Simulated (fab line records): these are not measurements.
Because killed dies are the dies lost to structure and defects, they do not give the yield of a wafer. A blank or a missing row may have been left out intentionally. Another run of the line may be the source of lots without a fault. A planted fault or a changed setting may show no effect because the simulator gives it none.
One fault seen from 3 desks | flow n5Finfet | each desk has only its own numbers; what lay behind them comes last

== TOOL OWNER'S DESK, rieMetal-03 ==
The tool's own readings at N5_BEOL_M7_HM_OPEN_17 (chemistry Cl2/BCl3, target TiN, target depth 20 nm, overetch 6 nm): means of the sampled wafers that have a number, for each lot that ran on this tool. If a lot's mean is further than 4 standard deviations from the usual mean, the lot is out of limits and carries the mark OUT (the distance appears in the brackets).
Columns: A = bcl3FlowSccm at N5_BEOL_M7_HM_OPEN_17, usual 21.76 sccm; B = biasW at N5_BEOL_M7_HM_OPEN_17, usual 126.0 W; C = drypumpMotorCurrentA at N5_BEOL_M7_HM_OPEN_17, usual 5.5 A; D = heBacksideLeakSccm at N5_BEOL_M7_HM_OPEN_17, usual 3.5 sccm; E = oesProductAu at N5_BEOL_M7_HM_OPEN_17, usual 0.64 a.u.; F = throttleValvePct at N5_BEOL_M7_HM_OPEN_17, usual 22.12 %
lot  | first seen here | A     | B     | C   | D   | E    | F
L395 | day 10 02:19    | 21.80 | 126.1 | 4.9 | 3.3 | 0.68 | 22.01
L398 | day 10 10:46    | 21.72 | 126.0 | 4.9 | 3.2 | 0.68 | 22.02
L405 | day 13 00:17    | 21.74 | 125.9 | 4.9 | 3.4 | 0.61 | 22.20
L409 | day 13 06:05    | 21.76 | 126.0 | 4.9 | 3.4 | 0.66 | 22.02
This desk found nothing out of limits on any of the 4 lots.

== FROM THE METROLOGY DESK ==
Means of the sampled wafers that have a number, per lot and without regard to the tool the lot ran on: this is what the gauges read. If a lot's mean is further than 4 standard deviations from the usual mean, the lot is out of limits and carries the mark OUT (the distance appears in the brackets).
Columns: A = M7_OVL at N5_BEOL_M7_OVL_MEAS_12, usual -0.4 nm; B = cdNm at N5_BEOL_M7_CD_MEAS_28, usual 39.97 nm
lot  | first seen here | A    | B
L394 | day 9 15:13     | -0.2 | 39.60
L395 | day 10 01:56    | 0.4  | 39.87
L396 | day 10 02:08    | -1.4 | 40.01
L398 | day 10 10:25    | -0.3 | 39.85
L405 | day 12 23:29    | -0.1 | 40.08
L409 | day 13 05:45    | 0.3  | 40.02
L411 | day 13 10:26    | 0.6  | 39.98
L412 | day 14 00:35    | -0.4 | 40.17
L414 | day 14 14:53    | 0.5  | 40.01
L413 | day 14 15:38    | -0.6 | 39.97
This desk found nothing out of limits on any of the 10 lots.

== THE DEFECT DESK ==
What the inspections along the route counted, lot by lot: means of the sampled wafers that have a number. If a lot's mean is further than 4 standard deviations from the usual mean, the lot is out of limits and carries the mark OUT (the distance appears in the brackets).
Columns: A = rawDefectCount at N5_BEOL_M7_INSPECT_30, usual 382
lot  | first seen here | A
L394 | day 9 18:40     | 347
L395 | day 10 03:02    | 418
L396 | day 10 04:18    | 379
L398 | day 10 12:35    | 371
L405 | day 13 02:16    | 748 (+4.3) OUT
L409 | day 13 06:55    | 1017 (+7.4) OUT
L411 | day 13 13:05    | 444
L412 | day 14 03:19    | 383
L414 | day 14 18:22    | 415
L413 | day 14 19:56    | 436
This desk finds L405, L409 out of limits, L405 being first, at day 13 02:16 (rawDefectCount at N5_BEOL_M7_INSPECT_30). Within limits: L394, L395, L396, L398, L411, L412, L414, L413.

== PUT TOGETHER ==
The defect desk could have raised an alarm at day 13 02:16, on L405, L409.
The desk of the tool owner found nothing out of limits.
The metrology desk saw nothing out of limits.
The tool owner's desk has L405, L409 on record, within its limits.
The metrology desk holds a record of L405, L409, inside its limits.
Of the lots named, all ran N5_BEOL_M7_HM_OPEN_17 on rieMetal-03.

== WHAT THE SIMULATOR HAD INSERTED ==
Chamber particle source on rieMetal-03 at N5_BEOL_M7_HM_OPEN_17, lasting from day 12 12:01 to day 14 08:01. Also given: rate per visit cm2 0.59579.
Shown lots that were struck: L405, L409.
Hours from the fault's start to each desk's first reading out of limits: the defect desk, 14.
